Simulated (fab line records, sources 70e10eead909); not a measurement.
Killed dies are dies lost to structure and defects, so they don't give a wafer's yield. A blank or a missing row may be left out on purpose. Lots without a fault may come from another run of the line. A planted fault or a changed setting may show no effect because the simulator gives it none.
A struck lot beside a sound one | flow nand_harc | 40 steps out of a route of 1302
Sound: wafers L542.3, L542.4, L542.6. Struck: wafers L558.1, L558.2, L558.6. The cause comes at the end.
At each step with rows: each side's tool, then ch and its chambers, then its first start. Under that, the readings that differ: sound wafers | struck wafers | difference of the means | sigmas: that difference in standard deviations of wafers without a fault.
alike: readings whose means differ by less than 2 such deviations, and words and numbers that are the same on both sides. not compared: withheld readings, readings that some wafer has no value for, bounds like >300 that may hide the same value, and numbers for which the record gives no deviation and whose values overlap.
The two part at a step that has a row with sigmas, a row that says differs or no value, or rows on one side only. Numbers that don't overlap but have no deviation are shown without sigmas and don't part them. A reading that every wafer of one side lacks parts them only if that side has two wafers or more.

NHARC_P_CONTACT_OVL_MEAS_13:
  sound on overlay-01, day 6 00:07; struck on overlay-02, day 12 18:32
  alike: overlay_x_nm, overlay_y_nm
NHARC_P_CONTACT_INSPECT_14:
  sound on defect_inspect-01, day 6 00:09; struck on defect_inspect-01, day 12 18:34
  alike: raw_defect_count
NHARC_P_CONTACT_DESCUM_17: chemistry O2, time 3 s.
  sound on rie_diel-12 ch 0,2,3, day 6 00:13; struck on rie_diel-12 ch 0,1, day 12 18:38
  reading               | sound             | struck            | difference | sigmas
  oes_product_au (a.u.) | 0.997 0.977 1.011 | 1.029 1.036 1.041 | +0.040     | +3
  alike: drypump_motor_current_A, mfc_ar_sccm, rf_vpp_V, showerhead_plenum_p_Torr, throttle_valve_pct
  not compared: rf_hours_counter_h
then, 5 steps without rows for these wafers: NHARC_P_CONTACT_ETCH_35 (etches the open film in CF4, target depth 39 nm, time 65 s); NHARC_P_CONTACT_ETCH_36 (etches the open film in N2/H2, target depth 260 nm, time 406.25 s); NHARC_P_CONTACT_ETCH_18 (etches the open film in C4F8/O2/Ar, target depth 481 nm, time 240.5 s); NHARC_P_CONTACT_STRIP_37 (strips in C4F8/O2/Ar); NHARC_P_CONTACT_ETCH_31 (etches the open film in CH3F/O2, target depth 30 nm, time 85.7 s).
NHARC_P_CONTACT_CD_MEAS_19:
  sound on cd_sem-02, day 6 01:05; struck on cd_sem-02, day 12 19:30
  alike: cd_nm
NHARC_P_CONTACT_STRIP_28: strips in O2.
  sound on rie_diel-12 ch 1,2,3, day 6 01:11; struck on rie_diel-02 ch 1,2, day 12 19:35
  reading                         | sound          | struck         | difference | sigmas
  showerhead_plenum_p_Torr (Torr) | 3.49 3.58 3.39 | 3.76 3.67 3.76 | +0.24      | +2
  alike: drypump_motor_current_A, mfc_ar_sccm, oes_product_au, rf_vpp_V, throttle_valve_pct
  not compared: rf_hours_counter_h
then, 2 steps without rows for these wafers: NHARC_P_CONTACT_STRIP_29 (strips in post etch residue remover, time 1200 s); NHARC_P_CONTACT_DEGAS_38 (time 60 s).
NHARC_P_CONTACT_PRE_CLEAN_39: time 19.5 s.
  sound on pvd_sputter-02, day 6 01:52; struck on pvd_sputter-03, day 12 20:17
  alike: bias_v
then, 2 steps without rows for these wafers: NHARC_P_CONTACT_PVD_32 (deposits Ti, target thk 5 nm, time 17.7 s); NHARC_P_CONTACT_ALD_22 (deposits TiN, target thk 3 nm, pulse time 1 s, ald cycles 150).
NHARC_P_CONTACT_CVD_23: deposits W, target thk 200 nm, time 557 s.
  sound on cvd_w-02 ch 0,1; struck on cvd_w-01 ch 0,1
  alike: heater_power_w, mfc_ar_sccm, throttle_valve_pct
then, 12 steps without rows for these wafers: NHARC_P_CONTACT_CMP_24 (polishes, t overpolish 30 s, target thk 200 nm); NHARC_P_CONTACT_SRD_26; NHARC_P_M0_DEP_00 (deposits SiOC, target thk 150 nm); NHARC_P_M0_DEHYDRATE_01 (time 120 s); NHARC_P_M0_HMDS_02 (time 30 s); NHARC_P_M0_COAT_33 (time 65 s); NHARC_P_M0_COAT_03 (resist thk 90 nm); NHARC_P_M0_SOFTBAKE_04 (time 55 s); NHARC_P_M0_EBR_05; NHARC_P_M0_EXPOSE_06 (exposes mask P M0, target cd 90 nm); NHARC_P_M0_PEB_07 (peb time 65 s); NHARC_P_M0_DEVELOP_08 (develop time 35 s).
NHARC_P_M0_CD_MEAS_09: target cd 90 nm.
  sound on cd_sem-03 ch 0, day 6 04:11; struck on cd_sem-02 ch 0, day 12 22:52
  alike: cd_nm
NHARC_P_M0_OVL_MEAS_10: pitch 180 nm.
  sound on overlay-02, day 6 04:17; struck on overlay-02, day 12 22:58
  alike: overlay_x_nm, overlay_y_nm
then, 3 steps without rows for these wafers: NHARC_P_M0_DESCUM_14 (chemistry O2, time 3 s); NHARC_P_M0_ETCH_34 (etches the open film in N2/H2, target depth 40 nm, overetch 12 nm, time 43.94 s); NHARC_P_M0_ETCH_15 (etches the open film in C4F8/Ar, target depth 150 nm, overetch 15 nm, time 82.5 s).
NHARC_P_M0_CD_MEAS_16:
  sound on cd_sem-01, day 6 04:41; struck on cd_sem-03, day 12 23:31
  alike: cd_nm
then, 2 steps without rows for these wafers: NHARC_P_M0_STRIP_18 (strips in N2/H2); NHARC_P_M0_STRIP_19 (strips in post etch residue remover, time 600 s).
NHARC_P_M0_DEGAS_28: time 60 s.
  sound on pvd_sputter-02, day 6 05:18; struck on pvd_sputter-01, day 13 00:11
  alike: heater_power_w
then, 1 step without rows for these wafers: NHARC_P_M0_PRE_CLEAN_29 (time 30 s).
NHARC_P_M0_PVD_20: deposits TaN, target thk 5 nm, time 8.06 s.
  sound on pvd_sputter-02; struck on pvd_sputter-01
  alike: bias_v, throttle_valve_pct
-- the record jumps here: 18 days lie between the struck wafers' starts before and after (it left off in module P_M0 and takes up again in module END, whose first step shown is number 1302 of the route) --
NHARC_END_SORT_01:
  the record has rows for the struck wafers here (prober-01 ch 0, day 31 02:13) and none for the sound ones

WHERE THEY PART
First at NHARC_P_CONTACT_DESCUM_17; last, within this record, at NHARC_END_SORT_01.

WHY: what the simulator had put in
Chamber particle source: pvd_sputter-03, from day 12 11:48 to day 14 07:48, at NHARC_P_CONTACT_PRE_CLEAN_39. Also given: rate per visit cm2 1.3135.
